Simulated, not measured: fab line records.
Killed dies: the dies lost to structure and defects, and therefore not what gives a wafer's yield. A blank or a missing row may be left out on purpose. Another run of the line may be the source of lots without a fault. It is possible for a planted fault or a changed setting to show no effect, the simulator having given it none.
Matching of chambers :: flow nand_harc :: 4 sister chambers for NHARC_A_STAIRCASE_ETCH_253 on rie_diel-09
The step etches the open film in C4F8/O2, target depth 50 nm, time 20.2 s. 4 wafers are shown with their chamber, then 10 later ones without.

EACH WAFER AND ITS CHAMBER
wafer: L087.2
chamber: 2
rf_vpp_V (V): 888

wafer: L087.4
chamber: 0
rf_vpp_V (V): 905

wafer: L088.2
chamber: 3
rf_vpp_V (V): 904

wafer: L088.4
chamber: 1
rf_vpp_V (V): 900

WAFERS WHOSE CHAMBER IS MISSING
wafer: L088.5
rf_vpp_V (V): 905

wafer: L090.1
rf_vpp_V (V): 901

wafer: L090.3
rf_vpp_V (V): 888

wafer: L090.6
rf_vpp_V (V): 888

wafer: L093.1
rf_vpp_V (V): 887

wafer: L093.3
rf_vpp_V (V): 901

wafer: L093.4
rf_vpp_V (V): 904

wafer: L092.2
rf_vpp_V (V): 905

wafer: L092.3
rf_vpp_V (V): 904

wafer: L092.4
rf_vpp_V (V): 898

EACH ONE'S CHAMBER
wafer: L088.5
from the rows above: can't be placed: 0 or 3
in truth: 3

wafer: L090.1
from the rows above: 1
in truth: 1

wafer: L090.3
from the rows above: 2
in truth: 2

wafer: L090.6
from the rows above: 2
in truth: 2

wafer: L093.1
from the rows above: 2
in truth: 2

wafer: L093.3
from the rows above: 1
in truth: 1

wafer: L093.4
from the rows above: can't be placed: 3 or 0
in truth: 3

wafer: L092.2
from the rows above: can't be placed: 0 or 3
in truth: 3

wafer: L092.3
from the rows above: can't be placed: 3 or 0
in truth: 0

wafer: L092.4
from the rows above: 1
in truth: 1
Correct placement for 6 of the 10. These rows do not allow placing 4 (true chamber among the candidates in 4). Wrongly placed: 0.
How it was worked out, from the rows above alone: a wafer's distance from a chamber is the root of the sum, over the readings, of the square of ((its reading less the chamber's mean) divided by the reading's scatter). If the next closest chamber is less than 2 further off than the closest, the wafer can't be placed; otherwise it belongs to the closest. Each chamber's mean is taken over the wafers shown for it. The scatter: root of mean squared gap, hidden wafer to nearest shown wafer, with one shown wafer a chamber.
